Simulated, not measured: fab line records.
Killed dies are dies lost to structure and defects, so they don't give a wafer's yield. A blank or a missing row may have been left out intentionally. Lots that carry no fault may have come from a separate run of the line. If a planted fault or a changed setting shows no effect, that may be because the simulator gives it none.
Split-lot experiment | flow n5Finfet | route with 1938 steps; 7 lots, 21 wafers read

== SPLIT DETAILS ==
At N5_BEOL_M14_SPUTTER_44 (material Ta, target thk 15 nm, time 24.19 s), the setting timeS was moved away from the recipe's 24.19 s on 5 of the 21 wafers read, by -11.1% to +4.5%. All remaining wafers had this setting at the recipe value.

The split's own step is where the reading is taken.

== THE READING ==
Ta_of_BEOL_M14_SPUTTER_44.thkNm (the simulator's own value, which no gauge read), in nm, at N5_BEOL_M14_SPUTTER_44 (material Ta, target thk 15 nm, time 24.19 s). No usual value for it is given in the file. Across the 16 wafers here that went through the recipe, the average is 14.9 nm and the standard deviation 0.17 nm.

wafer  | tool, chamber at the split | timeS as run, s | against the recipe | Ta_of_BEOL_M14_SPUTTER_44.thkNm, nm | against lot-mates on the recipe
L076.1 | pvdSputter-02, -           | 24.19           | recipe             | 14.8                                | -
L076.2 | pvdSputter-02, -           | 22.39           | -7.4%              | 13.8                                | -1.0
L076.5 | pvdSputter-02, -           | 22.39           | -7.4%              | 13.8                                | -1.0
L074.2 | pvdSputter-01, -           | 24.19           | recipe             | 15.2                                | -
L074.6 | pvdSputter-01, -           | 24.19           | recipe             | 15.2                                | -
L074.3 | pvdSputter-01, -           | 24.19           | recipe             | 15                                  | -
L084.1 | pvdSputter-02, -           | 24.19           | recipe             | 14.8                                | -
L084.6 | pvdSputter-02, -           | 24.19           | recipe             | 14.8                                | -
L084.3 | pvdSputter-02, -           | 24.19           | recipe             | 15                                  | -
L083.2 | pvdSputter-02, -           | 24.19           | recipe             | 15                                  | -
L083.3 | pvdSputter-02, -           | 24.19           | recipe             | 15                                  | -
L083.5 | pvdSputter-02, -           | 24.19           | recipe             | 15                                  | -
L092.1 | pvdSputter-02, -           | 24.19           | recipe             | 14.8                                | -
L092.4 | pvdSputter-02, -           | 24.19           | recipe             | 14.8                                | -
L092.6 | pvdSputter-02, -           | 24.19           | recipe             | 14.8                                | -
L094.1 | pvdSputter-01, -           | 24.19           | recipe             | 14.6                                | -
L094.3 | pvdSputter-01, -           | 25.29           | +4.5%              | 15.4                                | +0.8
L094.5 | pvdSputter-01, -           | 25.29           | +4.5%              | 15.4                                | +0.8
L095.1 | pvdSputter-03, -           | 24.19           | recipe             | 15                                  | -
L095.2 | pvdSputter-03, -           | 24.19           | recipe             | 15.2                                | -
L095.4 | pvdSputter-03, -           | 21.5            | -11.1%             | 13.2                                | -1.9

THE FIT
A straight line over all 21 wafers: Ta_of_BEOL_M14_SPUTTER_44.thkNm changes by +0.145 nm for each +1% of timeS; r = +0.95; the points scatter about the line by 0.17 nm.
The same after taking each lot's own level away (the mean of its wafers on the recipe; 21 wafers): +0.158 nm for each +1%; r = +0.99; scatter 0.092 nm.
The reading moves by 1.8 nm for the largest change in timeS, on that fit.
The span of the lots' own levels, 14.60 to 15.13 nm, comes to 3.2 times the standard deviation stated above.
The two slopes agree, so the slope changes little with the lot-to-lot level.
Check: for one of the wafers moved furthest among these (-11.1%), held out of the fit, the line's prediction against its lot-mates is -1.61 nm. It came out at -1.9 nm against them.

== OTHER SPLITS ON THESE WAFERS ==
Other splits were also applied to these wafers ahead of the reading. Each is held against what the fit with the lots' levels taken away leaves over:
other split on the same wafers  | wafers away from the commonest value | r with Ta_of_BEOL_M14_SPUTTER_44.thkNm (lot level and that fit taken away)
N5_BEOL_M11_EXPOSE_08 doseMj    | 7                                    | +0.24
N5_BEOL_M11_EXPOSE_25 doseMj    | 2                                    | -0.42
N5_BEOL_M12_SPUTTER_44 timeS    | 4                                    | +0.29
N5_BEOL_M13_CMP_49 downForcePsi | 7                                    | -0.37
N5_BEOL_M14_EXPOSE_07 doseMj    | 6                                    | -0.19

== FILE'S OWN FIT ==
Ta_of_BEOL_M14_SPUTTER_44.thkNm changes by +0.161 nm for each +1% of timeS, r = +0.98.
